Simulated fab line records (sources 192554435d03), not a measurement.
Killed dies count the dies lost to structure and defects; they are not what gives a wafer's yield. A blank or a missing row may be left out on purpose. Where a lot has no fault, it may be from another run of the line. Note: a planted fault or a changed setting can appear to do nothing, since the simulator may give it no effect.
fab line records	flow n5_finfet
record: lots: 5	wafers: 12	last_day: 17
route steps=1938 shown BEOL_M4@1059 PASSIVATION@1936
lots untouched by any fault: they come from a run of this same line in which no faults occurred
start_h: the number of hours between the record's first day and the start of the first shown wafer of the lot	wait_h: time in hours since the lot's previous step	" as in the row above	L1.1+2: several wafers, shown together as one row	- value missing, or start not given	* or withheld: withheld	< > ~ a bound
route shown NAME@n: names a module that has steps shown in the file, with the first one's number in the route	usual: average and standard deviation across the fault-free wafers	same: alike in all rows	chamber/n: place in a boat	sites: each site's reading	_std_site: the standard deviation of these	_edge_site: inner sites' mean taken away from outer sites' mean	radius_mm: how far each site lies from the wafer's centre	mask NAME#n: copy n	behind: tool/chamber where the wafer was last shaped	hold: why the lot went on hold/how many hours it stayed there/how the hold came to an end	device: which transistor (n, p or np) failed to switch	end of line: the same wafers' tests at the end of the route	a step with no rows: only its recipe	killed: not the wafer's yield, but the dies lost to structure and defects at the first sort	map: dies across one wafer; x = killed, . = not, _ = none there
set.NAME: the setting the step ran with; set.NAME@STEP: the setting that earlier step ran with	model.NAME: the simulator's own value behind a step, which no gauge read
lots seen at some steps along the route; tables by step, rows by wafer
services: a tool's chamber out of use, with start hour (start_h, from the record's first day; less than 0 if before it), hours out, and reason
== steps ==
step: N5_BEOL_M4_DESCUM_33
recipe: chemistry: O2	time_s: 7	source_power_w: 50	bias_power_w: 20	pressure_mtorr: 20	rf_frequency_hz: 2.712e+07	temp_c: 40	resist: CAR-EUV	o2_flow_sccm: 225
step: N5_BEOL_M4_ETCH_77
recipe: chemistry: N2/H2	target: underlayer	target_depth_a: 65	mask_material: CAR-EUV	time_s: 5.2	ion_energy_ev: 200	pressure_mtorr: 30	source_w: 840	bias_w: 150	n2_flow_sccm: 200	h2_flow_sccm: 200	ends: cleared
step: N5_BEOL_M4_ETCH_69
recipe: chemistry: CF4	target: SiARC	target_depth_a: 156	mask_material: CAR-EUV	time_s: 26	ion_energy_ev: 80	pressure_mtorr: 40	source_w: 545	bias_w: 36	Ar_flow_sccm: 100	cf4_flow_sccm: 100	ends: cleared
step: N5_BEOL_M4_ALD_98
recipe: material: SiO2	target_thk_a: 25	temp_c: 100	ald_precursor_family: BDEAS	ald_co_reactant: O2-plasma	pulse_time_s: 1	co_reactant_pulse_time_s: 1	purge_time_s: 2	co_reactant_purge_time_s: 2	ald_cycles: 17	pressure_torr: 2
step: N5_BEOL_M4_ETCHBACK_99
recipe: chemistry: CHF3	target: SiO2	target_depth_a: 50	time_s: 10.4	source_w: 215	bias_w: 47	Ar_flow_sccm: 200	CHF3_flow_sccm: 12	ion_energy_ev: 100	pressure_mtorr: 30
step: N5_BEOL_M4_ETCH_70
recipe: chemistry: N2/H2	target: SOC	target_depth_a: 800	overetch_a: 240	mask_material: SiARC	temp_c: 40	time_s: 130	ion_energy_ev: 200	pressure_mtorr: 30	source_w: 840	bias_w: 150	n2_flow_sccm: 200	h2_flow_sccm: 200
step: N5_BEOL_M4_STRIP_71
recipe: chemistry: N2/H2	temp_c: 40	n2_flow_sccm: 200	h2_flow_sccm: 200	rf_frequency_hz: 6e+07
step: N5_BEOL_M4_STRIP_78
recipe: chemistry: N2/H2	temp_c: 40	n2_flow_sccm: 200	h2_flow_sccm: 200	rf_frequency_hz: 6e+07
step: N5_BEOL_M4_VIA_ETCH_34
recipe: chemistry: C4F6/O2	target_depth_a: 694	mask_material: SOC	pressure_mtorr: 15	ion_energy_ev: 250	taper_deg: 4	time_s: 65.9	source_w: 350	bias_w: 170	Ar_flow_sccm: 300	C4F6_flow_sccm: 10	O2_flow_sccm: 10
step: N5_BEOL_M4_STRIP_83
recipe: chemistry: C4F6/O2	resist: SiARC	rf_frequency_hz: 6e+07
step: N5_BEOL_M4_STRIP_36
recipe: chemistry: N2/H2	power_w: 450	temp_c: 40	pressure_mtorr: 20	rf_frequency_hz: 6e+07	overash_fraction: 0.3	bias_power_w: 7	h2_frac: 0.5	n2_flow_sccm: 200	h2_flow_sccm: 200
step: N5_BEOL_M4_TRENCH_ETCH_37
recipe: chemistry: C4F6/O2	target_depth_a: 555.55	target: SiOC	time_s: 29.2	ion_energy_ev: 250	pressure_mtorr: 30	source_w: 355	bias_w: 185	Ar_flow_sccm: 300	C4F6_flow_sccm: 10	O2_flow_sccm: 10
usual: drypump_motor_current_A: 5.7/0.48	oes_f_703_au: 0.77/0.092	oes_product_au: 0.78/0.096	rf_vpp_V: 665/4.6	run_length_s: 52.3/0.36	showerhead_plenum_p_Torr: 2.80/0.04	throttle_valve_pct: 20.88/0.27
lot.wafer	tool	chamber	start_h	wait_h	drypump_motor_current_A	oes_f_703_au	oes_product_au	rf_hours_counter_h	rf_vpp_V	run_length_s	showerhead_plenum_p_Torr	throttle_valve_pct	model.etch.depth_nm	model.BEOL_M4.feature_depth_nm
L235.2	rie_diel-05	2	206.92	-	5.1	0.72	0.71	187	666	54.3	2.71	20.93	58.83	58.8
L235.3	"	0	"	"	5.1	0.67	0.67	245	655	53.9	2.80	20.83	58.41	58.4
L240.3	rie_diel-05	1	234.86	-	6.0	0.91	0.93	12	672	54.3	2.80	20.54	60.45	60.4
L240.4	"	2	"	"	5.1	0.71	0.70	-	665	52.4	2.71	20.94	55.54	55.6
L243.2	rie_diel-05	0	243.65	-	5.1	0.98	1.01	0	655	54.0	2.80	20.47	61.09	61
L243.3	"	2	"	"	5.2	0.71	0.70	204	667	54.2	2.71	20.96	59.49	59.4
L252.1	rie_diel-01	2	292.81	-	5.7	0.86	0.87	55	659	51.9	2.78	20.95	56.45	56.4
L252.3	"	3	"	"	4.8	0.69	0.70	245	670	52.0	2.81	21.13	55.27	55.2
L252.4	"	0	"	"	6.5	0.80	0.82	91	665	52.6	2.76	20.49	55.24	55.2
L253.4	rie_diel-01	3	306.42	-	4.8	0.68	0.69	250	669	52.4	2.80	21.14	54.92	55
L253.5	"	0	"	"	6.6	0.80	0.81	-	666	52.7	2.76	20.51	55.23	55.2
L253.6	"	1	"	"	5.7	0.93	0.93	-	668	53.2	2.78	20.58	56.98	57
step: N5_BEOL_M4_ETCH_41
recipe: chemistry: CH3F/O2	target: SiCN	target_depth_a: 299	taper_deg: 2	time_s: 52.5	ion_energy_ev: 120	mask_material: TiN	pressure_mtorr: 30	source_w: 395	bias_w: 75	Ar_flow_sccm: 150	CH3F_flow_sccm: 30	O2_flow_sccm: 20
step: N5_BEOL_M4_STRIP_97
recipe: chemistry: N2/H2	time_s: 10	power_w: 450	temp_c: 40	pressure_mtorr: 20	rf_frequency_hz: 6e+07	bias_power_w: 7	n2_flow_sccm: 200	h2_flow_sccm: 200
step: N5_BEOL_M4_OCD_MEAS_38
usual: trench_depth_nm: 55.4/0.97
lot.wafer	tool	chamber	start_h	wait_h	trench_depth_nm
L235.2	ocd-01	-	207.07	-	58.9
L235.3	"	-	"	"	58.3
L240.3	ocd-01	-	235.02	-	60.6
L240.4	"	-	"	"	55.1
L243.2	ocd-01	-	243.81	-	61.2
L243.3	"	-	"	"	59.2
L252.1	ocd-01	-	292.97	-	55.9
L252.3	"	-	"	"	55.6
L252.4	"	-	"	"	55.2
L253.4	ocd-01	-	306.57	-	54.8
L253.5	"	-	"	"	55.5
L253.6	"	-	"	"	57.0
step: N5_BEOL_M4_HM_STRIP_39
recipe: chemistry: peroxide_tin_strip	material: TiN	target_depth_a: 250	temp_c: 50	time_s: 158
step: N5_BEOL_M4_SRD_40
recipe: time_s: 30	temp_c: 23	rinse_liquid: diw	dry: ipa_marangoni
step: N5_BEOL_M4_PRECLEAN_42
recipe: chemistry: residue_remover	time_s: 60	temp_c: 40
step: N5_BEOL_M4_SRD_43
recipe: time_s: 30	temp_c: 23	rinse_liquid: diw	dry: ipa_marangoni
step: N5_BEOL_M4_DEGAS_44
recipe: ambient: vacuum	temp_c: 250	time_s: 60
step: N5_BEOL_M4_PRE_CLEAN_45
recipe: gas: H2/He	time_s: 30	temp_c: 250
step: N5_BEOL_M4_ALD_84
recipe: material: TaN	target_thk_a: *	temp_c: 275	ald_precursor_family: PDMAT	ald_co_reactant: NH3	pressure_torr: 3	carrier_flow_sccm: 1500	pulse_time_s: 2	purge_time_s: 3	co_reactant_purge_time_s: 2	co_reactant_pulse_time_s: 3	ald_cycles: 30	precursor_vessel_temp_c: 75	precursor_vessel_pressure_torr: 26.25	precursor_vessel_carrier_sccm: 1000
step: N5_BEOL_M4_SURFACE_TREAT_85
recipe: gas: Ar	time_s: *	ion_energy_ev: *	ion_current_ma_cm2: 0.5	pressure_mtorr: *	ar_flow_sccm: 30
step: N5_BEOL_M4_CVD_47
recipe: material: Co	target_thk_a: 30	temp_c: withheld	precursor: CCTBA/H2	pressure_torr: 30	time_s: 223.8
step: N5_BEOL_M4_SPUTTER_48
recipe: material: Cu	target_thk_a: 45	temp_c: -20	chamber_pressure_pa: 0.07	power_w: withheld	time_s: 8.29
step: N5_BEOL_M4_ANNEAL_49
recipe: temp_c: 400	time_s: 240	ambient: vacuum
step: N5_BEOL_M4_SPUTTER_79
recipe: material: Cu	target_thk_a: 45	temp_c: -20	chamber_pressure_pa: 0.07	power_w: withheld	time_s: 8.29
step: N5_BEOL_M4_ANNEAL_80
recipe: temp_c: 400	time_s: 240	ambient: vacuum
step: N5_BEOL_M4_SPUTTER_81
recipe: material: Cu	target_thk_a: 45	temp_c: -20	chamber_pressure_pa: 0.07	power_w: withheld	time_s: 8.29
step: N5_BEOL_M4_ANNEAL_82
recipe: temp_c: 400	time_s: 240	ambient: vacuum
step: N5_BEOL_M4_SPUTTER_86
recipe: material: Cu	target_thk_a: 45	temp_c: -20	chamber_pressure_pa: 0.07	power_w: withheld	time_s: 8.29
step: N5_BEOL_M4_ANNEAL_87
recipe: temp_c: 400	time_s: 240	ambient: vacuum
step: N5_BEOL_M4_SPUTTER_88
recipe: material: Cu	target_thk_a: 45	temp_c: -20	chamber_pressure_pa: 0.07	power_w: withheld	time_s: 8.29
step: N5_BEOL_M4_ANNEAL_89
recipe: temp_c: 400	time_s: 240	ambient: vacuum
step: N5_BEOL_M4_SPUTTER_90
recipe: material: Cu	target_thk_a: 45	temp_c: -20	chamber_pressure_pa: 0.07	power_w: withheld	time_s: 8.29
step: N5_BEOL_M4_ANNEAL_91
recipe: temp_c: 400	time_s: 240	ambient: vacuum
step: N5_BEOL_M4_SPUTTER_92
recipe: material: Cu	target_thk_a: 45	temp_c: -20	chamber_pressure_pa: 0.07	power_w: withheld	time_s: 8.29
step: N5_BEOL_M4_ANNEAL_93
recipe: temp_c: 400	time_s: 240	ambient: vacuum
step: N5_BEOL_M4_SPUTTER_94
recipe: material: Cu	target_thk_a: 45	temp_c: -20	chamber_pressure_pa: 0.07	power_w: withheld	time_s: 8.29
step: N5_BEOL_M4_ANNEAL_95
recipe: temp_c: 400	time_s: 240	ambient: vacuum
step: N5_BEOL_M4_CMP_52
recipe: stop_on: SiOC	t_overpolish_s: 6.8	down_force_psi: 1	platen_rpm: 50	clearing_platen_down_force_psi: 1.5	clearing_platen_rpm: 50	post_cmp_clean: cu_alkaline	target_thk_nm: 40	clearing_platen_pad_velocity_m_s: 0.99484	pad_velocity_m_s: 0.99484
usual: barrier_field_endpoint_s: 24.8/0.59	motor_current_A: 5.9/0.6	overpolish_run_s: 6.800/0.0093	platen_rpm: 49.99/0.035	slurry_flow_ml_min: 149.9/0.44	time_to_endpoint_s: 63.4/2.6
lot.wafer	tool	chamber	start_h	wait_h	barrier_field_endpoint_s	motor_current_A	overpolish_run_s	platen_rpm	slurry_flow_ml_min	time_to_endpoint_s	model.Cu_of_BEOL_M4_ECD_50.thk_nm
L235.2	cmp-04	0	210.56	0.2	24.6	5.9	6.802	50.03	149.8	62.2	43.6
L235.3	"	3	"	"	24.9	5.4	6.816	49.99	150.4	66.1	43.2
L240.4	cmp-04	2	239.71	0.2	25.3	6.0	6.800	50.02	149.5	62.4	39.6
L240.3	"	3	"	"	24.9	5.6	6.782	49.99	150.2	65.5	45
L243.3	cmp-03	3	247.37	0.2	24.9	7.6	6.805	50.03	149.6	62.5	45
L243.2	"	0	"	"	24.4	6.1	6.797	49.94	150.4	63.0	46
L252.1	cmp-02	2	297.60	0.3	24.7	5.5	6.810	50.03	150.3	61.0	39.6
L252.3	"	3	"	"	25.2	5.8	6.803	50.01	149.9	64.2	40
L252.4	"	0	"	"	25.4	5.2	6.811	50.00	151.3	62.5	40
L253.4	cmp-04	2	309.74	0.2	24.7	5.6	6.801	50.03	149.8	63.8	40.2
L253.6	"	1	"	"	25.1	6.3	6.785	49.97	150.0	64.1	42.4
L253.5	"	2	"	"	24.9	5.8	6.799	49.97	149.5	61.9	39.2
step: N5_BEOL_M4_THK_MEAS_53
recipe: thk_meas_gauge: xrf	reads: Cu_of_BEOL_M4_ECD_50
usual: M4_THK: 39.5/1.6
lot.wafer	tool	chamber	start_h	wait_h	M4_THK[nm]
L235.2	film_metro-01	-	210.85	-	43.5
L235.3	"	-	"	"	43.1
L240.3	film_metro-02	-	239.93	-	44.0
L240.4	"	-	"	"	38.9
L243.2	film_metro-01	-	247.66	-	45.6
L243.3	"	-	"	"	44.6
L252.1	film_metro-02	-	297.87	0.2	39.2
L252.3	"	-	"	"	39.6
L252.4	"	-	"	"	39.7
L253.4	film_metro-01	-	310.00	-	39.9
L253.5	"	-	"	"	38.9
L253.6	"	-	"	"	42.1
step: N5_BEOL_M4_RC_MEAS_101
usual: DIBL_N: 36.5/1.4	DIBL_P: 36.5/1.6	IOFF_N: 0.163/0.022	IOFF_P: 0.219/0.029	ION_N: 675/8.3	ION_P: 464/6.2	SS_N: 71.5/0.52	SS_P: 73.4/0.57	VT_N: 249.7/2.6	VT_P: -250/3
lot.wafer	tool	chamber	start_h	wait_h	DIBL_N[mV/V]	DIBL_P[mV/V]	IOFF_N[nA/um]	IOFF_P[nA/um]	ION_N[uA/um]	ION_P[uA/um]	SS_N[mV/dec]	SS_P[mV/dec]	VT_N[mV]	VT_P[mV]
L235.2	prober-02	0	211.32	0.2	37.8	38.0	0.199	0.217	683	460	72.3	73.4	246.4	-251
L235.3	"	0	"	"	36.4	36.6	0.180	0.203	690	464	72.2	72.8	246.1	-251
L240.3	prober-02	0	240.55	0.3	37.1	36.2	0.158	0.214	666	456	71.7	74.0	250.3	-251
L240.4	"	0	"	"	38.1	37.6	0.178	0.255	678	470	71.6	73.9	249.1	-248
L243.2	prober-02	0	248.16	0.2	36.0	35.5	0.164	0.233	677	467	71.6	73.6	243.1	-247
L243.3	"	0	"	"	35.3	34.8	0.152	0.225	682	475	71.4	72.7	248.2	-247
L252.1	prober-01	0	298.21	0.0	36.8	37.1	0.175	0.198	666	450	71.4	73.8	251.3	-254
L252.3	"	0	"	"	35.0	35.4	0.141	0.176	665	456	70.8	73.8	251.7	-255
L252.4	"	0	"	"	34.0	34.5	0.126	0.160	660	454	71.0	73.5	253.9	-253
L253.4	prober-02	0	310.83	0.5	34.2	35.8	0.136	0.198	681	470	71.7	73.1	250.4	-252
L253.5	"	0	"	"	34.4	36.2	0.140	0.202	674	467	71.6	72.8	251.3	-250
L253.6	"	0	"	"	33.5	35.1	0.131	0.191	666	466	70.4	72.6	252.4	-252
step: N5_PASSIVATION_PROBE_49
usual: defect_limited_yield: 91.2/1.6	killed_at_M0_to_M3: 33/11	killed_at_M4_up: 15/6.2	killed_at_contacts: 15/7.1	killed_at_front_end: 38/12	killed_at_other: 4/3.5	killed_dies: 104/19	killed_open: 69/14	killed_short: 34/8.5	sort_bin_5_function: 5.2/0.99	sort_bin_6_memory: 3.3/0.77	sort_n_pass: 1076/19	sort_yield_pct: 91.2/1.6
same: gross_dies: 1180	killed_at_back_side: 0	sort_bin_4_leakage[%]: 0	sort_bin_8_speed[%]: 0
lot.wafer	tool	chamber	start_h	wait_h	defect_limited_yield[%]	killed_at_M0_to_M3	killed_at_M4_up	killed_at_contacts	killed_at_front_end	killed_at_other	killed_dies	killed_open	killed_short	sort_bin_5_function[%]	sort_bin_6_memory[%]	sort_n_pass	sort_yield_pct[%]
L243.2	prober-01	-	354.81	0.1	93.2	39	10	6	17	8	80	57	23	4.4	1.9	1100	93.2
L243.3	prober-01	-	354.86	0.1	92.5	25	11	11	36	5	88	55	33	4.1	3.1	1092	92.5
killed by level:class
L243.2 BEOL_M1:geometric_particle:open=14 BEOL_M3:geometric_particle:open=10 MOL_CONTACT_COAG:geometric_particle:open=5 BEOL_M0_SAQP:geometric_particle:open=4 BEOL_M2:geometric_particle:open=4 BEOL_M0_SAQP:geometric_particle:short=3 BEOL_M3:geometric_particle:short=3 BEOL_M4:geometric_particle:open=3
L243.3 STI_FIN_REVEAL:geometric_particle:open=10 MOL_CONTACT_COAG:geometric_particle:open=9 BEOL_M2:geometric_particle:open=8 GATE_CUT:geometric_particle:short=6 BEOL_M1:geometric_particle:open=4 BEOL_M3:geometric_particle:open=4 FIN_CUT:geometric_particle:short=3 STI_FIN_REVEAL:geometric_particle:short=3
== services ==
tool	chamber	start_h	hours	kind
cmp-02	-	183.81	2.2	repair
rie_diel-05	1	184.07	-	clean
rie_diel-05	1	184.07	-	consumable_replace:focus_ring
rie_diel-05	1	184.07	21.9	scheduled_down
rie_diel-05	1	184.07	21.9	vent_cycle
rie_diel-01	0	205.00	10.7	repair
rie_diel-05	3	217.36	2.8	repair
rie_diel-05	0	221.67	-	clean
rie_diel-05	0	221.67	-	consumable_replace:focus_ring
rie_diel-05	0	221.67	19.9	scheduled_down
rie_diel-05	0	221.67	19.9	vent_cycle
rie_diel-01	1	226.12	7.0	repair
cmp-04	-	232.63	0.3	repair
rie_diel-01	1	233.20	-	clean
rie_diel-01	1	233.20	-	consumable_replace:focus_ring
rie_diel-01	1	233.20	23.2	scheduled_down
cmp-04	-	246.71	8.5	pm
cmp-02	-	260.23	0.3	repair
cmp-03	-	269.07	4.0	pm
rie_diel-05	-	271.96	10.0	pm
cmp-02	-	279.17	4.0	pm
cmp-03	-	290.07	0.6	repair
rie_diel-05	3	292.57	28.2	repair
cmp-02	-	304.96	3.9	repair
== key ==
first_sign: step: N5_BEOL_M4_TRENCH_ETCH_37	reading: run_length_s	direction: up	sigmas: 5	usual: *	struck: *
effect: step: N5_BEOL_M4_OCD_MEAS_38	reading: trench_depth_nm	direction: up	sigmas: 4.3	usual: 55.4	struck: 59.6
effect: step: N5_BEOL_M4_THK_MEAS_53	reading: M4_THK	direction: up	sigmas: 2.9	usual: 39.5	struck: 44.2
model_effect: step: N5_BEOL_M4_TRENCH_ETCH_37	value: etch.depth_nm	without: 56.02	struck: 59.66
model_effect: step: N5_BEOL_M4_CMP_52	value: Cu_of_BEOL_M4_ECD_50.thk_nm	without: 40.88	struck: 44.56
met_at N5_BEOL_M4_TRENCH_ETCH_37
struck_wafers L235.2,L235.3,L240.3,L243.2,L243.3
fault: kind: process_parameter_drift	tool: rie_diel-05	chamber: -	onset_h: 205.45	steps: N5_BEOL_M4_TRENCH_ETCH_37	channel: time_s	offset: *	shape: step	end_h: 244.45	scope: struck_wafers_only	acts_in: *	stated: *
